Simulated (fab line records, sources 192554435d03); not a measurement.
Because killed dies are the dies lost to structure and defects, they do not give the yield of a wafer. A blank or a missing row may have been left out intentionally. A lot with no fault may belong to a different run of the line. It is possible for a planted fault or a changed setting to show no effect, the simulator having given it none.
Matching of chambers	flow n5_finfet	N5_BEOL_M6_ALD_77 on ald_metal-01 has 4 sister chambers
The step deposits TaN, target thk 2 nm, pulse time 2 s, purge time 3 s. 8 wafers are shown with their chamber, then 7 later ones without.

WAFERS, EACH WITH ITS CHAMBER
wafer	chamber	heater_power_w (W)
L074.6	3	360
L078.3	2	331
L082.4	3	368
L084.3	1	428
L084.4	0	535
L084.6	2	331
L085.1	0	519
L085.3	1	430

WAFERS MISSING THEIR CHAMBER
wafer	heater_power_w (W)
L085.5	422
L088.1	332
L088.4	517
L088.5	328
L097.2	528
L097.3	432
L097.6	330

CHAMBER TAKEN BY EACH
wafer	from the rows above	in truth
L085.5	1	1
L088.1	2	2
L088.4	0	0
L088.5	2	2
L097.2	0	0
L097.3	1	1
L097.6	2	2
Placed correctly: 7 of 7. Can't be placed from these rows: 0. Placed wrongly: 0.
How it was worked out, from the rows above alone: a wafer's distance from a chamber is the root of the sum, over the readings, of the square of ((its reading less the chamber's mean) divided by the reading's scatter). If the next closest chamber is less than 2 further off than the closest, the wafer can't be placed; otherwise it belongs to the closest. A chamber's mean is the mean of its shown wafers. How the scatter is found: for the shown wafers, subtract from each reading the mean of its chamber, square and add these, divide the total by (wafers less chambers), then take the root.
